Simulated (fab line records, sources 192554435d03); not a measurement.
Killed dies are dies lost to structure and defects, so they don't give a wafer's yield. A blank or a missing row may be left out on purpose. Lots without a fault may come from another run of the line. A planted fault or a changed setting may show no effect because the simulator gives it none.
fab line records | flow n5_finfet
record lots=6 wafers=18 last_day=19
route steps=1938 shown BEOL_M12@1650 BEOL_M13@1659
lots that met no fault: from a run of the same line without faults
start_h: hours from the record's first day to the start of the lot's first wafer shown | wait_h: hours since the lot's step before | " the same as in the row above | L1.1+2: a row that stands for several wafers | - no value, or no start given | * or withheld: withheld | < > ~ a bound
route shown NAME@n: a module of which the file shows steps, and the number in the route of the first | usual: mean/standard deviation of fault-free wafers | same: alike in all rows | chamber/n: place in a boat | sites: the reading at each site | _std_site: their standard deviation | _edge_site: outer sites' mean less inner sites' | radius_mm: how far each site lies from the wafer's centre | mask NAME#n: copy n | behind: the tool/chamber that last shaped the wafer | hold: why the lot was held/for how many hours/how that ended | device: the transistor (n, p or np) that didn't switch | end of line: the same wafers' tests at the end of the route | a step without rows: its recipe alone | killed: dies lost to structure and defects at the first sort, not the wafer's yield | map: a wafer's dies, x killed, . not, _ none there
set.NAME: the setting as run; set.NAME@STEP: as run at that earlier step | model.NAME: the simulator's own value behind a step, which no gauge read
lots at some steps of the route; a table a step, a row a wafer
services: from which hour (start_h, from the record's first day; less than 0 if before it) a tool's chamber was out of use, for how many hours, and why
## steps
# step N5_BEOL_M12_SPUTTER_45
# recipe material=Cu target_thk_a=800 temp_c=-20 bias_v=60 power_w=26000 chamber_pressure_pa=0.13 time_s=13.33
# step N5_BEOL_M12_ECD_47
# recipe material=Cu target_thk_a=7200
# step N5_BEOL_M12_ANNEAL_48
# recipe temp_c=225 time_s=90 ambient=N2
# usual wafer_temp_C_max=226.04/0.29
# columns lot.wafer tool chamber start_h wait_h wafer_temp_C_max
L118.1 rtp_anneal-01 0 316.08 0.1 225.90
L118.2 " 0 " " 226.01
L118.3 " 0 " " 226.14
L120.2 rtp_anneal-02 0 334.61 0.8 225.56
L120.3 " 0 " " 225.78
L120.5 " 0 " " 225.90
L133.3 rtp_anneal-02 0 411.87 0.4 225.89
L133.5 " 0 " " 226.47
L133.6 " 0 " " 225.62
L134.1 rtp_anneal-01 0 419.21 0.3 226.14
L134.3 " 0 " " 226.32
L134.5 " 0 " " 226.37
L137.1 rtp_anneal-01 0 422.56 0.3 225.94
L137.3 " 0 " " 226.24
L137.4 " 0 " " 226.70
L135.2 rtp_anneal-01 0 422.88 0.5 225.62
L135.5 " 0 " " 226.37
L135.6 " 0 " " 226.25
# step N5_BEOL_M12_CMP_49
# recipe stop_on=SiOC t_overpolish_s=20.6 down_force_psi=1 platen_rpm=50 clearing_platen_down_force_psi=1.5 clearing_platen_rpm=50 post_cmp_clean=cu_alkaline target_thk_nm=320 clearing_platen_pad_velocity_m_s=0.99484 pad_velocity_m_s=0.99484
# usual barrier_field_endpoint_s=30.2/0.69 clearing_platen_down_force_psi=1.500/0.003 motor_current_A=6.2/0.37 overpolish_run_s=20.599/0.0083
# same t_overpolish_s=20.6
# columns lot.wafer tool chamber start_h wait_h barrier_field_endpoint_s clearing_platen_down_force_psi motor_current_A overpolish_run_s
L118.2 cmp-01 1 316.41 0.2 30.4 1.499 5.8 20.603
L118.1 " 2 " " 30.1 1.499 6.0 20.594
L118.3 " 3 " " 31.0 1.498 5.7 20.605
L120.2 cmp-02 1 334.94 0.3 29.4 1.499 5.6 20.585
L120.3 " 2 " " 31.6 1.501 6.6 20.606
L120.5 " 0 " " 29.8 1.497 5.5 20.600
L133.3 cmp-02 2 412.15 0.2 30.4 1.499 6.8 20.592
L133.6 " 0 " " 29.0 1.498 5.9 20.596
L133.5 " 1 " " 29.6 1.503 5.6 20.615
L134.1 cmp-03 3 419.55 0.3 30.5 1.505 6.3 20.602
L134.3 " 1 " " 29.8 1.503 6.3 20.604
L134.5 " 3 " " 30.4 1.501 6.4 20.591
L137.3 cmp-02 3 422.90 0.2 30.3 1.500 6.3 20.595
L137.4 " 0 " " 29.8 1.494 6.0 20.599
L137.1 " 1 " " 29.6 1.504 5.8 20.603
L135.2 cmp-03 0 423.13 0.2 31.2 1.496 5.6 20.609
L135.5 " 0 " " 30.9 1.497 5.4 20.587
L135.6 " 1 " " 29.8 1.502 6.2 20.592
# step N5_BEOL_M12_THK_MEAS_50
# recipe thk_meas_gauge=xrf reads=Cu_of_BEOL_M12_ECD_47
# usual M12_THK=324/6.9
# columns lot.wafer tool chamber start_h wait_h M12_THK[nm]
L118.1 film_metro-01 - 316.67 - 316
L118.2 " - " " 313
L118.3 " - " " 323
L120.2 film_metro-02 - 335.16 - 320
L120.3 " - " " 318
L120.5 " - " " 331
L133.3 film_metro-01 - 412.37 - 330
L133.5 " - " " 322
L133.6 " - " " 325
L134.1 film_metro-02 - 419.81 - 328
L134.3 " - " " 321
L134.5 " - " " 325
L137.1 film_metro-02 - 423.15 - 330
L137.3 " - " " 334
L137.4 " - " " 320
L135.2 film_metro-02 - 423.42 - 337
L135.5 " - " " 319
L135.6 " - " " 339
# step N5_BEOL_M12_PRE_CLEAN_52
# recipe gas=NH3 time_s=15 temp_c=withheld rf_power_w=300
# step N5_BEOL_M12_DEP_53
# recipe material=SiCN target_thk_a=300 temp_c=withheld precursor=3MS/NH3 pressure_torr=3 rf_w=675 time_s=10.5
# step N5_BEOL_M12_RS_MEAS_54
# recipe thk_meas_gauge=four-point-probe reads=Cu_of_BEOL_M12_ECD_47+Ta_of_BEOL_M12_SPUTTER_44+TaN_of_BEOL_M12_SPUTTER_43
# usual M12_RS=0.0605/0.0011
# columns lot.wafer tool chamber start_h wait_h M12_RS[ohm/sq]
L118.1 film_metro-01 - 316.79 0.0 0.0615
L118.2 " - " " 0.0619
L118.3 " - " " 0.0603
L120.2 film_metro-02 - 335.29 0.0 0.0617
L120.3 " - " " 0.0620
L120.5 " - " " 0.0594
L133.3 film_metro-01 - 412.49 0.0 0.0596
L133.5 " - " " 0.0607
L133.6 " - " " 0.0603
L134.1 film_metro-01 - 419.93 0.0 0.0609
L134.3 " - " " 0.0615
L134.5 " - " " 0.0612
L137.1 film_metro-02 - 423.28 0.0 0.0597
L137.3 " - " " 0.0591
L137.4 " - " " 0.0619
L135.2 film_metro-01 - 423.55 0.0 0.0586
L135.5 " - " " 0.0620
L135.6 " - " " 0.0585
# step N5_BEOL_M12_INSPECT_55
# recipe inspect_instrument=darkfield mode=post_dep
# usual raw_defect_count=69/25
# columns lot.wafer tool chamber start_h wait_h raw_defect_count
L118.1 defect_inspect-01 - 316.82 0.0 67
L118.2 " - " " 58
L118.3 " - " " 44
L120.2 defect_inspect-01 - 335.31 0.0 54
L120.3 " - " " 63
L120.5 " - " " 31
L133.3 defect_inspect-02 - 412.62 0.1 69
L133.5 " - " " 73
L133.6 " - " " 64
L134.1 defect_inspect-01 - 419.96 0.0 93
L134.3 " - " " 56
L134.5 " - " " 47
L137.1 defect_inspect-02 - 423.30 0.0 52
L137.3 " - " " 52
L137.4 " - " " 41
L135.2 defect_inspect-02 - 423.57 0.0 51
L135.5 " - " " 52
L135.6 " - " " 58
# step N5_BEOL_M13_ILD_DEP_00
# recipe material=SiOC target_thk_a=8379.2 temp_c=350 precursor=DEMS/O2 pressure_torr=5 rf_w=500 time_s=166.4
# usual heater_power_w=506/65 rf_fwd_power_W=498.3/1.5 showerhead_plenum_p_Torr=5.696/0.015 throttle_valve_pct=12.0/0.68
# columns lot.wafer tool chamber start_h wait_h heater_power_w rf_fwd_power_W showerhead_plenum_p_Torr throttle_valve_pct
L118.1 pecvd-03 2 316.86 0.0 482 497.2 5.699 11.1
L118.2 " 0 " " 485 500.9 5.685 12.1
L118.3 " 1 " " 529 497.5 5.679 12.1
L120.2 pecvd-03 0 335.35 0.0 428 497.7 5.683 12.1
L120.3 " 2 " " 470 498.6 5.699 11.3
L120.5 " 1 " " 517 497.6 5.703 12.0
L133.3 pecvd-04 2 412.66 0.0 479 496.7 5.709 12.1
L133.5 " 2 " " 502 497.0 5.707 12.3
L133.6 " 1 " " 671 497.3 5.714 13.6
L134.1 pecvd-03 1 419.99 0.0 527 500.1 5.697 11.9
L134.3 " 2 " " 472 498.0 5.723 11.2
L134.5 " 0 " " 425 501.1 5.676 12.4
L137.1 pecvd-04 1 423.34 0.0 670 497.3 5.695 13.3
L137.3 " 2 " " 507 497.6 5.703 12.3
L137.4 " 2 " " 505 499.4 5.735 12.1
L135.2 pecvd-01 0 423.61 0.0 528 498.2 5.690 11.9
L135.5 " 2 " " 438 496.6 5.685 12.2
L135.6 " 0 " " 459 500.4 5.703 11.6
# step N5_BEOL_M13_THK_MEAS_01
# recipe reads=SiOC_of_BEOL_M13_ILD_DEP_00
# usual M13_ILD_THK=834/10
# columns lot.wafer tool chamber start_h wait_h M13_ILD_THK[nm]
L118.1 film_metro-01 - 317.01 0.1 816
L118.2 " - " " 841
L118.3 " - " " 836
L120.2 film_metro-01 - 335.50 0.1 829
L120.3 " - " " 830
L120.5 " - " " 838
L133.3 film_metro-01 - 412.81 0.1 837
L133.5 " - " " 841
L133.6 " - " " 847
L134.1 film_metro-01 - 420.15 0.1 813
L134.3 " - " " 814
L134.5 " - " " 826
L137.1 film_metro-02 - 423.49 0.1 832
L137.3 " - " " 826
L137.4 " - " " 838
L135.2 film_metro-01 - 423.82 0.2 820
L135.5 " - " " 849
L135.6 " - " " 822
# step N5_BEOL_M13_COAT_58
# recipe resist=BARC temp_c=205 time_s=60 spin_rpm=1500 resist_thk_nm=89
# step N5_BEOL_M13_COAT_04
# recipe spin_rpm=1625 resist_thk_nm=400
# usual exhaust_pa=45.1/0.89 spin_speed_rpm=1625.3/1
# columns lot.wafer tool chamber start_h wait_h exhaust_pa spin_speed_rpm model.coat_of_BEOL_M13_COAT_04.thk_nm
L118.1 litho_track-04 0 317.04 - 45.1 1625.1 400.8
L118.2 " 0 " " 45.9 1624.5 399.4
L118.3 " 0 " " 44.5 1625.9 399.2
L120.2 litho_track-03 0 335.54 - 45.2 1624.6 399
L120.3 " 0 " " 44.3 1626.1 399.6
L120.5 " 0 " " 44.7 1625.1 399.4
L133.3 litho_track-04 0 412.84 - 44.2 1574.4 407.8
L133.5 " 0 " " 45.1 1573.5 408
L133.6 " 0 " " 44.6 1574.1 407.8
L134.1 litho_track-04 0 420.18 - 45.7 1572.8 405.4
L134.3 " 0 " " 45.2 1573.1 406
L134.5 " 0 " " 44.8 1572.6 405.6
L137.1 litho_track-03 0 423.53 - 44.1 1625.7 400.2
L137.3 " 0 " " 46.0 1625.3 400.6
L137.4 " 0 " " 45.5 1623.5 401.2
L135.2 litho_track-02 0 423.86 - 43.4 1627.1 399.4
L135.5 " 0 " " 45.0 1625.0 399.2
L135.6 " 0 " " 43.8 1626.0 399.8
# step N5_BEOL_M13_EBR_06
# recipe solvent=PGMEA ebr_width_mm=1.5
# step N5_BEOL_M13_SOFTBAKE_05
# recipe temp_c=130 time_s=60
# step N5_BEOL_M13_EXPOSE_07
# recipe mask_id=V12 na=0.93 source_shape=conventional sigma_outer=0.6 polarization=unpolarized attpsm_phase_deg=180 dose_mj=24.8
# step N5_BEOL_M13_PEB_08
# recipe peb_temp_c=130 peb_time_s=90
# step N5_BEOL_M13_DEVELOP_09
# recipe develop_time_s=45 rinse_liquid=diw dry=air_spin dev_temp_c=21
# step N5_BEOL_M13_HARDBAKE_14
# recipe temp_c=130 time_s=120
# step N5_BEOL_M13_CD_MEAS_10
# recipe target_cd_nm=190 landing_energy_ev=500 detector=se_inlens polarity=opening
# usual cd_nm=190.5/1.3
# columns lot.wafer tool chamber start_h wait_h cd_nm
L118.1 cd_sem-03 0 317.31 - 188.0
L118.2 " 0 " " 190.4
L118.3 " 0 " " 190.8
L120.2 cd_sem-02 0 335.93 - 191.8
L120.3 " 0 " " 191.6
L120.5 " 0 " " 191.3
L133.3 cd_sem-02 0 413.11 - 189.7
L133.5 " 0 " " 190.4
L133.6 " 0 " " 191.1
L134.1 cd_sem-01 0 420.45 - 191.6
L134.3 " 0 " " 191.4
L134.5 " 0 " " 191.1
L137.1 cd_sem-02 0 423.79 - 191.0
L137.3 " 0 " " 192.3
L137.4 " 0 " " 191.2
L135.2 cd_sem-01 0 424.25 - 191.3
L135.5 " 0 " " 192.2
L135.6 " 0 " " 191.7
# step N5_BEOL_M13_OVL_MEAS_11
# recipe points_per_wafer=44
# usual V12_OVL=3/5.1
# columns lot.wafer tool chamber start_h wait_h V12_OVL[nm]
L118.1 overlay-01 0 317.34 0.0 8
L118.2 " 0 " " 6
L118.3 " 0 " " 4
L120.2 overlay-02 0 335.96 0.0 2
L120.3 " 0 " " -4
L120.5 " 0 " " 3
L133.3 overlay-02 0 413.14 0.0 5
L133.5 " 0 " " 0
L133.6 " 0 " " -3
L134.1 overlay-02 0 420.48 0.0 7
L134.3 " 0 " " 6
L134.5 " 0 " " 2
L137.1 overlay-01 0 423.82 0.0 0
L137.3 " 0 " " -3
L137.4 " 0 " " 0
L135.2 overlay-02 0 424.28 0.0 4
L135.5 " 0 " " -1
L135.6 " 0 " " 6
# step N5_BEOL_M13_INSPECT_12
# recipe mode=adi inspect_instrument=macro
# usual raw_defect_count=2.3/1.5
# columns lot.wafer tool chamber start_h wait_h raw_defect_count
L118.1 defect_inspect-02 - 317.37 0.0 3
L118.2 " - " " 3
L118.3 " - " " 2
L120.2 defect_inspect-02 - 335.98 0.0 3
L120.3 " - " " 2
L120.5 " - " " 1
L133.3 defect_inspect-02 - 413.17 0.0 1
L133.5 " - " " 1
L133.6 " - " " 0
L134.1 defect_inspect-01 - 420.50 0.0 1
L134.3 " - " " 3
L134.5 " - " " 1
L137.1 defect_inspect-01 - 423.85 0.0 1
L137.3 " - " " 1
L137.4 " - " " 3
L135.2 defect_inspect-02 - 424.30 0.0 1
L135.5 " - " " 4
L135.6 " - " " 1
# step N5_BEOL_M13_DESCUM_15
# recipe chemistry=O2 time_s=7.9 source_power_w=50 bias_power_w=20 pressure_mtorr=20 rf_frequency_hz=2.712e+07 temp_c=40 o2_flow_sccm=225
# usual bias_power_w=20.00/0.06 drypump_motor_current_A=5.5/0.39 oes_product_au=0.81/0.11 rf_fwd_power_W=49.48/0.18 rf_vpp_V=242.8/1.6 showerhead_plenum_p_Torr=2.07/0.08 throttle_valve_pct=20.4/0.31
# columns lot.wafer tool chamber start_h wait_h bias_power_w drypump_motor_current_A oes_product_au rf_fwd_power_W rf_hours_counter_h rf_vpp_V showerhead_plenum_p_Torr throttle_valve_pct
L118.1 rie_diel-06 0 317.40 0.0 19.90 5.0 0.82 49.57 63 242.9 2.05 20.3
L118.2 " 2 " " 19.98 5.2 0.69 49.21 246 243.8 2.16 20.6
L118.3 " 1 " " 19.94 5.7 0.71 49.41 236 240.6 1.98 20.4
L120.2 rie_diel-06 1 337.12 1.1 20.00 5.7 0.70 49.55 245 241.9 1.97 20.4
L120.3 " 3 " " 20.03 5.4 0.70 49.56 218 241.8 2.00 21.0
L120.5 " 3 " " 19.90 5.4 0.71 49.47 - 240.5 2.00 21.0
L133.3 rie_diel-06 0 413.20 0.0 19.95 4.9 0.77 49.89 97 241.6 2.04 20.4
L133.5 " 2 " " 19.97 5.2 0.92 49.56 - 244.3 2.15 20.2
L133.6 " 0 " " 19.93 4.9 0.77 49.49 - 241.6 2.04 20.4
L134.1 rie_diel-06 2 420.54 0.0 19.96 5.2 0.90 49.39 25 242.8 2.15 20.2
L134.3 " 3 " " 19.98 5.4 0.68 49.65 247 241.6 1.99 21.1
L134.5 " 3 " " 20.00 5.4 0.68 49.64 - 241.7 2.00 21.1
L137.1 rie_diel-06 2 423.88 0.0 20.05 5.2 0.91 49.73 26 243.5 2.15 20.2
L137.3 " 0 " " 20.05 4.9 0.77 49.84 101 242.1 2.04 20.4
L137.4 " 3 " " 19.97 5.4 0.69 49.36 249 240.7 1.99 21.0
L135.2 rie_diel-02 0 424.34 0.0 20.00 5.4 0.88 49.55 50 243.3 2.12 20.3
L135.5 " 2 " " 19.94 5.5 0.91 49.55 - 243.1 2.04 20.1
L135.6 " 1 " " 19.99 6.1 0.68 49.45 - 240.9 1.96 20.1
# step N5_BEOL_M13_ETCH_59
# recipe chemistry=N2/H2 target=BARC target_depth_a=890 overetch_a=267 time_s=67.9 ion_energy_ev=200 pressure_mtorr=30 source_w=840 bias_w=150 n2_flow_sccm=200 h2_flow_sccm=200
# step N5_BEOL_M13_VIA_ETCH_16
# recipe chemistry=C4F8/O2/Ar target=SiOC pressure_mtorr=30 source_w=3000 bias_w=700 Ar_flow_sccm=400 C4F8_flow_sccm=15 O2_flow_sccm=8 he_inner_torr=15 he_outer_torr=30 target_depth_a=9217 time_s=withheld ion_energy_ev=250 ends=cleared
# usual O2_flow_sccm=7.999/0.025 drypump_motor_current_A=5.5/0.39 mfc_ar_sccm=400.2/1.3 oes_product_au=0.73/0.097 rf_fwd_power_W=2994/9.1 rf_vpp_V=664/3.5 showerhead_plenum_p_Torr=3.39/0.13 throttle_valve_pct=24.16/0.25
# columns lot.wafer tool chamber start_h wait_h O2_flow_sccm drypump_motor_current_A mfc_ar_sccm oes_product_au rf_fwd_power_W rf_vpp_V showerhead_plenum_p_Torr throttle_valve_pct model.coat_of_BEOL_M13_COAT_04.thk_nm
L118.1 rie_diel-06 0 317.49 0.0 7.966 4.9 399.2 0.73 2991 663 3.33 23.97 80
L118.2 " 2 " " 7.984 5.2 399.5 0.62 2998 667 3.50 24.26 69
L118.3 " 1 " " 8.005 5.7 397.6 0.64 2978 660 3.27 24.27 68.4
L120.2 rie_diel-06 1 337.21 0.0 7.936 5.7 400.1 0.63 2998 661 3.27 24.26 69.6
L120.3 " 3 " " 8.014 5.4 398.2 0.63 3004 661 3.25 24.57 72.4
L120.5 " 3 " " 7.975 5.4 398.5 0.63 3014 659 3.25 24.58 69.4
L133.3 rie_diel-06 0 413.29 0.0 7.988 4.9 398.7 0.70 2988 663 3.31 24.02 81.6
L133.5 " 2 " " 7.996 5.2 399.2 0.82 3015 668 3.49 23.97 75.2
L133.6 " 0 " " 8.010 4.9 400.0 0.71 3002 662 3.31 24.02 78.4
L134.1 rie_diel-06 2 420.62 0.0 8.002 5.3 401.2 0.83 3011 666 3.49 23.97 80.4
L134.3 " 3 " " 8.008 5.4 401.3 0.61 2995 660 3.24 24.64 83.8
L134.5 " 3 " " 7.993 5.4 400.4 0.62 2994 661 3.24 24.63 80
L137.1 rie_diel-06 3 423.97 0.0 8.012 5.4 399.9 0.61 2987 661 3.24 24.61 70.6
L137.3 " 1 " " 8.010 5.7 399.2 0.85 3001 672 3.66 23.95 78
L137.4 " 2 " " 8.008 5.2 401.8 0.82 2984 667 3.49 23.99 73.2
L135.2 rie_diel-02 0 424.42 0.0 8.007 5.5 399.0 0.78 2978 667 3.46 24.13 75.8
L135.5 " 2 " " 7.971 5.5 399.6 0.82 3006 664 3.36 23.90 67.6
L135.6 " 1 " " 8.023 6.1 401.4 0.61 2996 662 3.24 23.88 78.6
# step N5_BEOL_M13_STRIP_63
# recipe chemistry=N2/H2 power_w=1000 temp_c=250 h2_frac=0.65 overash_fraction=0.3 pressure_mtorr=1000 n2_flow_sccm=1750 h2_flow_sccm=3250
# usual drypump_motor_current_A=5.9/0.3 heater_power_w=325/34 oes_product_au=0.675/0.0047 strip_time_to_endpoint_s=28.2/1.1
# columns lot.wafer tool chamber start_h wait_h drypump_motor_current_A heater_power_w oes_product_au rf_hours_counter_h strip_time_to_endpoint_s
L118.1 plasma_asher-02 0 317.72 - 5.7 278 0.678 84 30.6
L118.2 " 1 " " 5.5 345 0.671 84 27.4
L118.3 " 0 " " 5.7 276 0.673 - 27.2
L120.2 plasma_asher-02 0 337.44 - 5.7 271 0.673 87 27.6
L120.3 " 0 " " 5.7 278 0.678 - 28.4
L120.5 " 1 " " 5.5 342 0.675 - 27.5
L133.3 plasma_asher-02 1 413.54 - 5.5 348 0.680 - 31.0
L133.5 " 0 " " 5.8 270 0.679 - 29.2
L133.6 " 1 " " 5.5 345 0.674 - 30.1
L134.1 plasma_asher-02 1 420.86 - 5.5 346 0.679 105 30.7
L134.3 " 1 " " 5.5 338 0.687 - 31.7
L134.5 " 0 " " 5.7 276 0.679 - 30.6
L137.1 plasma_asher-01 0 424.20 - 6.1 339 0.669 154 27.9
L137.3 " 1 " " 6.3 366 0.678 - 30.0
L137.4 " 0 " " 6.1 347 0.677 - 28.6
L135.2 plasma_asher-02 0 424.66 - 5.7 281 0.671 106 29.3
L135.5 " 1 " " 5.6 341 0.681 - 27.0
L135.6 " 0 " " 5.7 271 0.684 - 30.2
## services
# columns tool chamber start_h hours kind
cmp-02 - 308.14 9.1 pm
rie_diel-02 1 309.20 6.3 repair
rie_diel-02 3 309.72 16.3 repair
rie_diel-06 2 324.33 - clean
rie_diel-06 2 324.33 - consumable_replace:focus_ring
rie_diel-02 - 329.20 14.6 pm
pecvd-04 2 331.11 30.4 repair
rie_diel-06 3 331.95 2.6 repair
rtp_anneal-01 - 333.08 4.2 pm
rie_diel-06 - 338.02 0.6 repair
rie_diel-06 1 345.30 - clean
rie_diel-06 1 345.30 - consumable_replace:focus_ring
rie_diel-06 1 345.30 - consumable_replace:showerhead
rie_diel-06 0 347.58 3.7 repair
cmp-01 - 353.80 0.7 repair
rie_diel-06 - 354.64 4.3 pm
cmp-02 - 361.68 5.7 pm
cmp-03 - 362.10 4.8 pm
cmp-03 - 370.14 4.0 pm
cmp-01 - 378.88 4.9 pm
plasma_asher-01 - 381.98 0.8 repair
cmp-03 - 384.58 9.7 pm
cmp-02 - 415.99 4.0 pm
pecvd-01 1 420.08 4.5 repair
## key
first_sign step=N5_BEOL_M13_COAT_04 reading=spin_speed_rpm direction=down sigmas=51 usual=* struck=*
effect none on later readings
model_effect step=N5_BEOL_M13_COAT_04 value=coat_of_BEOL_M13_COAT_04.thk_nm without=400.4 struck=406.8
model_effect step=N5_BEOL_M13_VIA_ETCH_16 value=coat_of_BEOL_M13_COAT_04.thk_nm without=73.53 struck=79.9
met_at N5_BEOL_M13_COAT_04
struck_wafers L133.3,L133.5,L133.6,L134.1,L134.3,L134.5
onset_between 317.04 412.84
fault kind=process_parameter_drift tool=litho_track-04 chamber=- onset_h=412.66 steps=N5_BEOL_M13_COAT_04 channel=spin_rpm offset=* shape=step end_h=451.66 acts_in=* stated=*
